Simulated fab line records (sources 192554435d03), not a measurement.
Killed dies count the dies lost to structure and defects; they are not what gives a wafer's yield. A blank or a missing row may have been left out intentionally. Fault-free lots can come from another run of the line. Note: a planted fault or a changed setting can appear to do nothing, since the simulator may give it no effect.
Chamber matching ; flow n5-finfet ; 4 sister chambers for N5_HKMG_FIN_CMP_23 on cmp-01
The step polishes, stops on SiNx, t overpolish 10 s, target thk 46.326 nm. 4 wafers are shown with their chamber, then 10 later ones without.

WAFERS PAIRED WITH THEIR CHAMBERS
wafer;chamber;motor-current-A (A)
L080.1;3;11.9
L083.1;2;12.5
L084.1;1;12.5
L084.3;0;14.7

WAFERS WHOSE CHAMBER IS MISSING
wafer;motor-current-A (A)
L084.6;11.9
L089.1;12.0
L089.3;13.2
L089.4;14.4
L093.1;12.5
L093.4;14.5
L093.5;11.9
L097.1;14.9
L097.2;12.5
L097.3;12.3

THE CHAMBER EACH PASSED THROUGH
wafer;from the rows above;in truth
L084.6;3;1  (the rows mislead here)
L089.1;can't be placed: 3 or 1 or 2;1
L089.3;can't be placed: 1 or 2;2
L089.4;0;0
L093.1;can't be placed: 1 or 2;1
L093.4;0;0
L093.5;3;3
L097.1;0;0
L097.2;can't be placed: 1 or 2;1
L097.3;can't be placed: 1 or 2 or 3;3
Correct placement for 4 of the 10. These rows do not allow placing 5 (true chamber among the candidates in 5). Placed wrongly: 1.
How it was worked out, from the rows above alone: a wafer's distance from a chamber is the root of the sum, over the readings, of the square of ((its reading less the chamber's mean) divided by the reading's scatter). If the next closest chamber is less than 2 further off than the closest, the wafer can't be placed; otherwise it belongs to the closest. Each chamber's mean is taken over the wafers shown for it. The scatter: with one shown wafer a chamber, the root of the mean of the squares of how far each hidden wafer lies from its nearest shown one.
